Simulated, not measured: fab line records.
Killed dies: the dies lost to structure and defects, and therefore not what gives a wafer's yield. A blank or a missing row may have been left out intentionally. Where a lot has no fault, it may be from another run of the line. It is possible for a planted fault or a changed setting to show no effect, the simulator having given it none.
Matching of chambers | flow nand harc | NHARC_A_STAIRCASE_DEP_280 on pecvd-03: 3 sister chambers
The step deposits SiON, target thk 30 nm. 3 wafers are shown with their chamber, then 11 later ones without.

WAFERS, EACH WITH ITS CHAMBER
wafer  | chamber | heater power w (W)
L087.4 | 0       | 681
L087.6 | 1       | 841
L088.4 | 2       | 587

WAFERS MISSING THEIR CHAMBER
wafer  | heater power w (W)
L088.5 | 833
L088.6 | 590
L092.1 | 689
L092.2 | 629
L092.3 | 654
L091.1 | 668
L091.4 | 678
L091.5 | 762
L096.1 | 542
L096.2 | 725
L096.5 | 903

EACH ONE'S CHAMBER
wafer  | from the rows above     | in truth
L088.5 | 1                       | 1
L088.6 | 2                       | 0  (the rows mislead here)
L092.1 | 0                       | 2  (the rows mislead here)
L092.2 | can't be placed: 2 or 0 | 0
L092.3 | can't be placed: 0 or 2 | 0
L091.1 | can't be placed: 0 or 2 | 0
L091.4 | 0                       | 0
L091.5 | can't be placed: 1 or 0 | 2
L096.1 | 2                       | 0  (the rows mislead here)
L096.2 | can't be placed: 0 or 1 | 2
L096.5 | 1                       | 1
Correct placement for 3 of the 11. These rows do not allow placing 5 (true chamber among the candidates in 3). Number placed wrongly: 3.
How it was worked out, from the rows above alone: a wafer's distance from a chamber is the root of the sum, over the readings, of the square of ((its reading less the chamber's mean) divided by the reading's scatter). The wafer belongs to the nearest chamber; if the next one is less than 2 further off, it can't be placed. The mean given for a chamber averages the wafers shown for that chamber. The scatter: root of mean squared gap, hidden wafer to nearest shown wafer, with one shown wafer a chamber.
